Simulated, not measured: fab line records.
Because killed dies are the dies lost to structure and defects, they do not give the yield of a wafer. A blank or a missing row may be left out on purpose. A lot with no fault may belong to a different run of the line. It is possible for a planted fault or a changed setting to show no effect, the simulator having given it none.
Which of the tools did it?    flow n5-finfet    9 lots with 24 wafers sampled at 5 steps, on a route of 1938 steps

== WHAT THE GAUGES READ, wafer by wafer ==
N5_FIN_CUT_INSPECT_10: inspects for defects (brightfield).
lot   measured     on                 raw-defect-count
L508  day 2 02:53  defect-inspect-02  28 30 45
L510  day 2 14:58  defect-inspect-01  29 44
L512  day 3 02:19  defect-inspect-02  30 30
L513  day 3 10:37  defect-inspect-01  36 33 32
L515  day 3 21:03  defect-inspect-02  41 41 50
L516  day 4 03:30  defect-inspect-02  59 46 46
L528  day 7 03:43  defect-inspect-01  327 53 54
L529  day 7 10:25  defect-inspect-01  281 41 307
L531  day 7 22:22  defect-inspect-02  36 43

== WHICH TOOL RAN EACH LOT (tool, then ch and the chambers of the sampled wafers, then the start) ==
lot   N5_FIN_SAQP_RECESS_63              N5_FIN_SAQP_ETCH_34                N5_FIN_SAQP_HM_CD_35    N5_FIN_SAQP_FIN_ETCH_36
L508  vapor-etch-01 ch 0, day 2 00:34    rie-diel-02 ch 0,2, day 2 02:02    cd-sem-01, day 2 02:11  rie-si-05 ch 1,3, day 2 02:14
L510  vapor-etch-01 ch 0,1, day 2 12:26  rie-diel-02 ch 0,2, day 2 14:07    cd-sem-03, day 2 14:16  rie-si-05 ch 0,1, day 2 14:20
L512  vapor-etch-02 ch 1, day 3 00:01    rie-diel-01 ch 2,3, day 3 01:25    cd-sem-03, day 3 01:34  rie-si-05 ch 2, day 3 01:38
L513  vapor-etch-01 ch 0,1, day 3 06:56  rie-diel-05 ch 0,1,3, day 3 09:37  cd-sem-03, day 3 09:46  rie-si-05 ch 1,2,3, day 3 09:50
L515  vapor-etch-02 ch 0,1, day 3 18:35  rie-diel-05 ch 0,2,3, day 3 20:12  cd-sem-03, day 3 20:21  rie-si-01 ch 0,1,2, day 3 20:25
L516  vapor-etch-02 ch 0,1, day 4 00:13  rie-diel-01 ch 0,2,3, day 4 02:31  cd-sem-01, day 4 02:40  rie-si-05 ch 0,1,2, day 4 02:44
L528  vapor-etch-01 ch 0,1, day 7 01:15  rie-diel-01 ch 0,1,2, day 7 02:44  cd-sem-03, day 7 02:53  rie-si-06 ch 2,3, day 7 02:57
L529  vapor-etch-01 ch 0,1, day 7 07:49  rie-diel-02 ch 2,3, day 7 09:24    cd-sem-02, day 7 09:33  rie-si-05 ch 0,2,3, day 7 09:37
L531  vapor-etch-02 ch 0, day 7 20:03    rie-diel-01 ch 2, day 7 21:23      cd-sem-01, day 7 21:32  rie-si-05 ch 0,1, day 7 21:36
- N5_FIN_SAQP_RECESS_63: chemistry HF/NH3, target SiO2, target depth 18 nm, afs cycles 3, sublimation time 60 s.
- N5_FIN_SAQP_ETCH_34: etches SiO2 in C4F6/O2, target depth 45 nm, time 15 s.
- N5_FIN_SAQP_HM_CD_35: target cd 8 nm.
- N5_FIN_SAQP_FIN_ETCH_36: etches the open film in HBr/Cl2/O2, target depth 120 nm, time 50.4 s.

== THE ANSWER, worked out from the rows above alone ==
Rule: the lots themselves supply what counts as usual. The widest of any qualifying gaps counts: lots, ordered by their means at a reading, are off when they make up no more than a third of the lots, leave a main group of 4 or more, and stand apart from it by 3 or more times the standard deviation of that group's means. The tables above print the reading to a certain number of digits; a main group whose means all agree to those digits is not used. Also off: a lot with no number at a reading for which 4 or more lots have one. Where the step has rows for the other lots, those lots are counted as sound.
Off at N5_FIN_CUT_INSPECT_10 (raw-defect-count): L528, L529. Mean 38 and standard deviation 6.4 in the main group.
A tool fits if, at a process step before that reading, it ran every lot that is off, and no sound lot after the first of them. Those tools and the gauges at N5_FIN_CUT_INSPECT_10 are tried in the same way. This does not decide it: 2 tools fit, namely vapor-etch-01 at N5_FIN_SAQP_RECESS_63 and defect-inspect-01 at N5_FIN_CUT_INSPECT_10.

== WHAT HAD BEEN PUT IN BY THE SIMULATOR ==
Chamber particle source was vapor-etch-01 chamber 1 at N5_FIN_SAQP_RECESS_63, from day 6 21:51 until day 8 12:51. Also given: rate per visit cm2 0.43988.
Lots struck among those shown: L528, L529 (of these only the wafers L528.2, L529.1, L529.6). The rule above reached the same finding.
